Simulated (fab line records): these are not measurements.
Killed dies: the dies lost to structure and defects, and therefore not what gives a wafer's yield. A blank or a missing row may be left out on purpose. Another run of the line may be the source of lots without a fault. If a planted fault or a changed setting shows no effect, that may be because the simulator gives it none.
Chamber matching :: flow nand harc :: NHARC_A_CHANNEL_FILL_D2_ALD_14 on ald hk-01: 4 sister chambers
The step deposits SiO2, target thk 2.5 nm, pulse time 10 s, ald cycles 25. 14 wafers are shown with their chamber, then 7 later ones without.

WAFERS, EACH WITH ITS CHAMBER
wafer: L078.1
chamber: 0
heater power w (W): 514
precursor pulse height rel: 0.957

wafer: L078.4
chamber: 3
heater power w (W): 443
precursor pulse height rel: 1.019

wafer: L078.6
chamber: 0
heater power w (W): 500
precursor pulse height rel: 0.962

wafer: L079.2
chamber: 0
heater power w (W): 500
precursor pulse height rel: 0.975

wafer: L079.4
chamber: 3
heater power w (W): 451
precursor pulse height rel: 1.006

wafer: L079.6
chamber: 1
heater power w (W): 444
precursor pulse height rel: 0.971

wafer: L083.2
chamber: 0
heater power w (W): 492
precursor pulse height rel: 1.001

wafer: L083.4
chamber: 2
heater power w (W): 483
precursor pulse height rel: 0.974

wafer: L083.6
chamber: 3
heater power w (W): 443
precursor pulse height rel: 1.011

wafer: L087.2
chamber: 2
heater power w (W): 501
precursor pulse height rel: 0.994

wafer: L087.3
chamber: 1
heater power w (W): 436
precursor pulse height rel: 0.983

wafer: L087.6
chamber: 3
heater power w (W): 448
precursor pulse height rel: 1.003

wafer: L090.1
chamber: 0
heater power w (W): 492
precursor pulse height rel: 0.999

wafer: L090.5
chamber: 2
heater power w (W): 475
precursor pulse height rel: 0.984

SIGNATURES, as means of the wafers listed above
reading: heater power w
chamber 0: 499.60
chamber 1: 440.00
chamber 2: 486.33
chamber 3: 446.25
scatter within a chamber: 8.7

reading: precursor pulse height rel
chamber 0: 0.97880
chamber 1: 0.97700
chamber 2: 0.98400
chamber 3: 1.00975
scatter within a chamber: 0.0145
Rule: a wafer lies at a distance from a chamber equal to the root of the sum of squares, over the readings, of (its reading less the chamber's mean, divided by the reading's scatter). If the next closest chamber is less than 2 further off than the closest, the wafer can't be placed; otherwise it belongs to the closest. The scatter is the square root of a quotient: the sum, over the shown wafers, of each reading's squared deviation from its chamber's mean, divided by wafers minus chambers.

WAFERS WITHOUT THEIR CHAMBER
wafer: L090.6
heater power w (W): 449
precursor pulse height rel: 1.019

wafer: L093.1
heater power w (W): 439
precursor pulse height rel: 0.998

wafer: L093.2
heater power w (W): 506
precursor pulse height rel: 1.028

wafer: L093.4
heater power w (W): 486
precursor pulse height rel: 1.008

wafer: L095.3
heater power w (W): 488
precursor pulse height rel: 1.001

wafer: L095.5
heater power w (W): 421
precursor pulse height rel: 0.947

wafer: L095.6
heater power w (W): 484
precursor pulse height rel: 1.016

WHICH CHAMBER EACH WENT THROUGH
wafer: L090.6
from the rows above: 3
in truth: 3

wafer: L093.1
from the rows above: can't be placed: 3 or 1
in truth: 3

wafer: L093.2
from the rows above: can't be placed: 0 or 2
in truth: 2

wafer: L093.4
from the rows above: can't be placed: 2 or 0
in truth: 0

wafer: L095.3
from the rows above: can't be placed: 2 or 0
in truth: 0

wafer: L095.5
from the rows above: 1
in truth: 1

wafer: L095.6
from the rows above: can't be placed: 2 or 0
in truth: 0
Correct placement for 2 of the 7. Unplaceable from these rows: 5, with the true chamber sitting among the candidates in 5. Placed wrongly: 0.
